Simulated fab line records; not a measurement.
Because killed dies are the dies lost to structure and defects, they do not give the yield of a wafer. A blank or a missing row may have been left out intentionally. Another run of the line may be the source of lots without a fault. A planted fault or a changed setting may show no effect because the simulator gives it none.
The tool behind it: which one?	flow n5_finfet	10 lots, 28 wafers sampled, at 7 steps of a route of 1938

WHAT THE GAUGES SHOWED, per wafer
N5_BEOL_M4_RC_MEAS_101.
lot	measured	on	DIBL_N (mV/V)	DIBL_P (mV/V)	IOFF_N (nA/um)	IOFF_P (nA/um)	ION_N (uA/um)	ION_P (uA/um)	SS_N (mV/dec)	SS_P (mV/dec)	VT_N (mV)	VT_P (mV)
L894	day 8 18:04	prober-02	37.3 37.2	39 38	0.19 0.18	0.21 0.20	691 680	466 457	72.6 72.3	73.9 73.5	248 251	-251 -256
L898	day 9 06:55	prober-02	35.2 32.3	35 32	0.13 0.09	0.17 0.13	662 655	449 454	71.6 70.1	72.9 73.1	250 256	-253 -257
L899	day 10 03:30	prober-01	33.9 39.9 42.3	34 41 44	0.13 0.23 0.33	0.19 0.32 0.39	668 698 712	462 479 481	70.8 72.1 73.3	72.4 74.7 75.4	252 244 240	-251 -244 -241
L900	day 10 03:44	prober-02	35.6 35.7 36.1	35 36 36	0.14 0.16 0.15	0.20 0.22 0.21	668 683 683	464 473 470	70.9 71.1 71.6	72.9 72.1 72.9	249 247 252	-250 -251 -248
L901	day 10 08:30	prober-02	37.4 37.0 36.5	38 37 35	0.20 0.17 0.15	0.24 0.22 0.18	700 692 665	471 468 453	71.4 72.1 71.7	73.1 74.1 73.1	245 248 250	-251 -250 -254
L907	day 11 05:06	prober-01	30.9 30.3 31.9	30 31 32	0.10 0.09 0.10	0.16 0.19 0.19	663 652 657	456 472 464	70.4 69.6 70.5	71.9 71.8 71.8	257 254 255	-247 -246 -245
L913	day 13 04:11	prober-02	33.8 34.3 33.3	33 34 32	0.11 0.11 0.11	0.15 0.15 0.14	667 678 684	458 467 468	70.2 70.8 69.6	71.5 71.8 71.5	254 258 256	-256 -253 -257
L911	day 13 04:21	prober-01	34.7 35.7 31.3	35 36 31	0.12 0.15 0.09	0.18 0.20 0.13	676 675 652	471 468 453	70.4 71.0 69.6	72.4 72.7 72.6	255 252 257	-254 -253 -257
L912	day 13 09:14	prober-01	32.7 33.0 33.1	32 33 32	0.11 0.11 0.10	0.16 0.18 0.16	684 658 666	473 462 462	70.2 70.7 70.4	73.0 73.1 72.7	255 253 260	-254 -250 -253
L915	day 13 09:18	prober-02	30.2 31.0 31.3	29 30 30	0.08 0.09 0.09	0.11 0.11 0.12	665 646 648	457 447 442	70.0 70.0 69.9	72.5 72.4 72.0	259 257 259	-258 -257 -259

N5_BEOL_M15_OVL_MEAS_29.
lot	measured	on	M15_OVL (nm)
L894	day 12 10:05	overlay-01	7 11
L898	day 12 18:49	overlay-01	5 7
L899	day 13 13:29	overlay-02	4 -4 0
L900	day 13 15:23	overlay-02	11 3 -3
L901	day 14 01:06	overlay-01	-5 -6 0
L907	day 14 20:50	overlay-02	-9 -6 -7
L913	day 16 20:10	overlay-02	4 -2 -3
L911	day 16 14:51	overlay-01	4 6 2
L912	day 17 03:41	overlay-01	-3 -5 3
L915	day 17 03:58	overlay-01	-1 2 0

N5_BEOL_M15_THK_MEAS_50: measures by xrf.
lot	measured	on	M15_THK (nm)
L894	day 12 16:07	film_metro-01	806 858
L898	day 12 22:56	film_metro-02	836 815
L899	day 13 16:42	film_metro-02	1810 1835 1817
L900	day 13 22:37	film_metro-01	1855 1842 1878
L901	day 14 04:46	film_metro-02	1848 1844 1868
L907	day 15 00:32	film_metro-01	835 862 839
L913	day 17 00:47	film_metro-01	829 867 856
L911	day 16 18:05	film_metro-02	859 822 815
L912	day 17 07:07	film_metro-01	837 869 832
L915	day 17 07:24	film_metro-02	811 806 816

N5_BEOL_M15_RS_MEAS_54: measures by four-point-probe.
lot	measured	on	M15_RS (ohm/sq)
L894	day 12 16:14	film_metro-02	0.0231 0.0216
L898	day 12 23:04	film_metro-01	0.0220 0.0227
L899	day 13 16:50	film_metro-02	0.0094 0.0093 0.0094
L900	day 13 22:44	film_metro-01	0.0094 0.0094 0.0093
L901	day 14 04:54	film_metro-01	0.0092 0.0092 0.0091
L907	day 15 00:40	film_metro-01	0.0223 0.0216 0.0222
L913	day 17 00:55	film_metro-02	0.0223 0.0212 0.0213
L911	day 16 18:15	film_metro-02	0.0213 0.0224 0.0225
L912	day 17 07:15	film_metro-02	0.0221 0.0213 0.0222
L915	day 17 07:32	film_metro-01	0.0226 0.0224 0.0222

N5_BEOL_M15_INSPECT_55: inspects for defects (darkfield).
lot	measured	on	raw_defect_count
L894	day 12 16:16	defect_inspect-02	60 89
L898	day 12 23:05	defect_inspect-01	53 59
L899	day 13 16:52	defect_inspect-02	6425 6324 6330
L900	day 13 22:46	defect_inspect-02	6256 6682 6318
L901	day 14 04:56	defect_inspect-01	6430 6460 6424
L907	day 15 00:41	defect_inspect-02	101 84 72
L913	day 17 00:56	defect_inspect-01	102 115 119
L911	day 16 18:16	defect_inspect-02	106 80 104
L912	day 17 07:17	defect_inspect-02	62 43 37
L915	day 17 07:33	defect_inspect-01	118 128 76

EACH LOT AND THE TOOL THAT RAN IT (in order: tool; ch and the chambers of the sampled wafers; start)
lot	N5_BEOL_M15_SPUTTER_43	N5_BEOL_M15_CMP_49
L894	pvd_sputter-02, day 12 15:00	cmp-03 ch 2,3, day 12 15:56
L898	pvd_sputter-01, day 12 21:34	cmp-04 ch 1,2, day 12 22:38
L899	pvd_sputter-02, day 13 15:35	cmp-04 ch 0,1,3, day 13 16:26
L900	pvd_sputter-02, day 13 21:28	cmp-03 ch 0,1,2, day 13 22:23
L901	pvd_sputter-01, day 14 02:58	cmp-04 ch 2,3, day 14 04:28
L907	pvd_sputter-03, day 14 23:26	cmp-04 ch 0,1,3, day 15 00:17
L913	pvd_sputter-01, day 16 23:35	cmp-04 ch 0,2,3, day 17 00:32
L911	pvd_sputter-02, day 16 16:49	cmp-04 ch 0,1,2, day 16 17:50
L912	pvd_sputter-03, day 17 06:01	cmp-04 ch 1,3, day 17 06:50
L915	pvd_sputter-01, day 17 06:17	cmp-03 ch 0,1,2, day 17 07:07
- N5_BEOL_M15_SPUTTER_43: material TaN, target thk 15 nm, time 24.19 s.
- N5_BEOL_M15_CMP_49: polishes, stops on SiO2, t overpolish 4.9 s, target thk 850 nm.

WHAT THE TOOLS THEMSELVES READ (means of the sampled wafers that have a number; where no wafer has one, the mark that the record gives instead)
N5_BEOL_M15_SPUTTER_43.
lot	tool	chamber_pressure_pa (Pa)	throttle_valve_pct (%)
L894	pvd_sputter-02	0.12007	30.1
L898	pvd_sputter-01	0.12013	29.1
L899	pvd_sputter-02	0.11996	29.5
L900	pvd_sputter-02	0.11996	29.8
L901	pvd_sputter-01	0.11990	28.7
L907	pvd_sputter-03	0.11982	29.0
L913	pvd_sputter-01	0.12013	31.2
L911	pvd_sputter-02	0.11986	29.2
L912	pvd_sputter-03	0.11976	30.6
L915	pvd_sputter-01	0.11977	30.4

N5_BEOL_M15_CMP_49.
lot	tool	barrier_field_endpoint_s (s)	clearing_platen_down_force_psi (psi)	edge_zone_pressure_frac	motor_current_A (A)	overpolish_run_s (s)
L894	cmp-03	11.2	2.009	0.999	8.1	4.894
L898	cmp-04	11.2	1.998	1.003	7.9	4.900
L899	cmp-04	-	-	-	-	-
L900	cmp-03	-	-	-	-	-
L901	cmp-04	-	-	-	-	-
L907	cmp-04	11.2	1.999	1.002	8.5	4.897
L913	cmp-04	11.7	1.998	1.000	7.9	4.898
L911	cmp-04	11.5	1.998	1.008	8.1	4.909
L912	cmp-04	10.9	2.001	0.998	8.9	4.899
L915	cmp-03	11.3	1.998	0.997	8.2	4.897

THE ANSWER, worked out from the rows above alone
Rule: usual is defined by the lots themselves. The widest of any qualifying gaps counts: lots, ordered by their means at a reading, are off when they make up no more than a third of the lots, leave a main group of 4 or more, and stand apart from it by 3 or more times the standard deviation of that group's means. Not used: any main group whose means are identical at the precision the tables above print for the reading. Also off: a lot with no number at a reading for which 4 or more lots have one. All remaining lots with rows at the step are treated as sound. First the gauges in route order, then the tools' own readings, where a lot's mean is used as printed above. The first step at which some lot is off is used, and at that step the reading that is off furthest; a lot without a number counts as furthest.
Off: L899, L900, L901, seen at N5_BEOL_M15_THK_MEAS_50 (M15_THK). Main group: mean 835 nm, sd 13.
If a tool, at a process step before that reading, ran all the lots that are off and no sound lot after the first of them, it fits. The gauges at N5_BEOL_M15_THK_MEAS_50 aren't tried: what is off there is off at N5_BEOL_M15_INSPECT_55 too, on other tools, and a gauge's error can't cause that. No candidate that was tried fits.

WHAT THE SIMULATOR PUT IN
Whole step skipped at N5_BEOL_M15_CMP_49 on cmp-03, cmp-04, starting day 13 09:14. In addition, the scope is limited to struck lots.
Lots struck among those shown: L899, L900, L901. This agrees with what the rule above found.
